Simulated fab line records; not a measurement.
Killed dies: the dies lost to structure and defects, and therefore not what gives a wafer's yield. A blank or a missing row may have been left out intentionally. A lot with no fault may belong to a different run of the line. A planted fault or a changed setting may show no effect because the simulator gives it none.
Matching of chambers / flow nand harc / NHARC_P_M2_ETCH_35 on rie diel-11 has 4 sister chambers
The step etches the open film in N2/H2, target depth 40 nm, overetch 12 nm, time 43.94 s. 22 wafers are shown with their chamber, then 11 later ones without.

## WAFERS WITH THEIR CHAMBER
wafer=L074.3; chamber=1; drypump motor current A (A)=5.1; rf vpp V (V)=429.2; oes product au (a.u.)=0.988
wafer=L074.4; chamber=0; drypump motor current A (A)=6.4; rf vpp V (V)=433.5; oes product au (a.u.)=0.991
wafer=L074.6; chamber=1; drypump motor current A (A)=5.1; rf vpp V (V)=427.5; oes product au (a.u.)=0.982
wafer=L076.2; chamber=0; drypump motor current A (A)=6.4; rf vpp V (V)=434.1; oes product au (a.u.)=1.003
wafer=L076.4; chamber=0; drypump motor current A (A)=6.4; rf vpp V (V)=434.1; oes product au (a.u.)=0.992
wafer=L076.5; chamber=1; drypump motor current A (A)=5.1; rf vpp V (V)=427.3; oes product au (a.u.)=0.982
wafer=L078.1; chamber=1; drypump motor current A (A)=5.1; rf vpp V (V)=428.4; oes product au (a.u.)=1.000
wafer=L078.4; chamber=0; drypump motor current A (A)=6.5; rf vpp V (V)=433.0; oes product au (a.u.)=1.000
wafer=L078.6; chamber=1; drypump motor current A (A)=5.1; rf vpp V (V)=427.5; oes product au (a.u.)=0.991
wafer=L079.2; chamber=0; drypump motor current A (A)=6.5; rf vpp V (V)=434.3; oes product au (a.u.)=0.989
wafer=L079.4; chamber=3; drypump motor current A (A)=5.4; rf vpp V (V)=428.2; oes product au (a.u.)=1.003
wafer=L079.6; chamber=2; drypump motor current A (A)=5.9; rf vpp V (V)=426.6; oes product au (a.u.)=0.985
wafer=L080.3; chamber=0; drypump motor current A (A)=6.4; rf vpp V (V)=432.4; oes product au (a.u.)=0.991
wafer=L080.5; chamber=2; drypump motor current A (A)=5.9; rf vpp V (V)=427.6; oes product au (a.u.)=0.983
wafer=L080.6; chamber=1; drypump motor current A (A)=5.1; rf vpp V (V)=428.7; oes product au (a.u.)=0.997
wafer=L081.4; chamber=1; drypump motor current A (A)=5.1; rf vpp V (V)=428.4; oes product au (a.u.)=0.990
wafer=L081.5; chamber=3; drypump motor current A (A)=5.3; rf vpp V (V)=429.1; oes product au (a.u.)=1.002
wafer=L081.6; chamber=2; drypump motor current A (A)=5.9; rf vpp V (V)=426.9; oes product au (a.u.)=0.982
wafer=L083.2; chamber=0; drypump motor current A (A)=6.4; rf vpp V (V)=432.7; oes product au (a.u.)=0.992
wafer=L083.4; chamber=2; drypump motor current A (A)=5.8; rf vpp V (V)=426.6; oes product au (a.u.)=0.994
wafer=L083.6; chamber=2; drypump motor current A (A)=5.8; rf vpp V (V)=427.7; oes product au (a.u.)=0.986
wafer=L084.1; chamber=2; drypump motor current A (A)=5.9; rf vpp V (V)=427.6; oes product au (a.u.)=0.994

SIGNATURES (means of the wafers above)
reading=drypump motor current A; chamber 0=6.429; chamber 1=5.100; chamber 2=5.867; chamber 3=5.350; scatter within a chamber=0.0426
reading=rf vpp V; chamber 0=433.443; chamber 1=428.143; chamber 2=427.167; chamber 3=428.650; scatter within a chamber=0.68
reading=oes product au; chamber 0=0.99400; chamber 1=0.99000; chamber 2=0.98733; chamber 3=1.00250; scatter within a chamber=0.00574
Rule: distance of a wafer from a chamber = root of the sum over the readings of ((wafer's reading minus chamber's mean) / reading's scatter) squared. The wafer belongs to the nearest chamber; if the next one is less than 2 further off, it can't be placed. The scatter: take each reading less its chamber's mean, square it, sum over the shown wafers, divide by the number of wafers less the number of chambers, and take the root.

## WAFERS WITH NO CHAMBER GIVEN
wafer=L084.2; drypump motor current A (A)=5.1; rf vpp V (V)=427.5; oes product au (a.u.)=0.987
wafer=L084.4; drypump motor current A (A)=5.3; rf vpp V (V)=428.7; oes product au (a.u.)=0.996
wafer=L085.3; drypump motor current A (A)=5.9; rf vpp V (V)=426.4; oes product au (a.u.)=0.983
wafer=L085.4; drypump motor current A (A)=5.4; rf vpp V (V)=429.0; oes product au (a.u.)=0.988
wafer=L085.6; drypump motor current A (A)=6.5; rf vpp V (V)=434.6; oes product au (a.u.)=0.996
wafer=L088.2; drypump motor current A (A)=5.9; rf vpp V (V)=428.2; oes product au (a.u.)=0.992
wafer=L088.4; drypump motor current A (A)=5.1; rf vpp V (V)=427.8; oes product au (a.u.)=0.988
wafer=L088.5; drypump motor current A (A)=5.9; rf vpp V (V)=427.0; oes product au (a.u.)=1.009
wafer=L089.3; drypump motor current A (A)=5.8; rf vpp V (V)=428.3; oes product au (a.u.)=1.002
wafer=L089.4; drypump motor current A (A)=5.8; rf vpp V (V)=427.1; oes product au (a.u.)=1.007
wafer=L089.5; drypump motor current A (A)=6.4; rf vpp V (V)=434.8; oes product au (a.u.)=0.995

## WHICH CHAMBER EACH ONE RAN IN
wafer=L084.2; from the rows above=1; in truth=1
wafer=L084.4; from the rows above=3; in truth=3
wafer=L085.3; from the rows above=2; in truth=2
wafer=L085.4; from the rows above=3; in truth=3
wafer=L085.6; from the rows above=0; in truth=0
wafer=L088.2; from the rows above=2; in truth=2
wafer=L088.4; from the rows above=1; in truth=1
wafer=L088.5; from the rows above=2; in truth=2
wafer=L089.3; from the rows above=2; in truth=2
wafer=L089.4; from the rows above=2; in truth=2
wafer=L089.5; from the rows above=0; in truth=0
Correct placement for 11 of the 11. Number that these rows cannot place: 0. Number placed wrongly: 0.
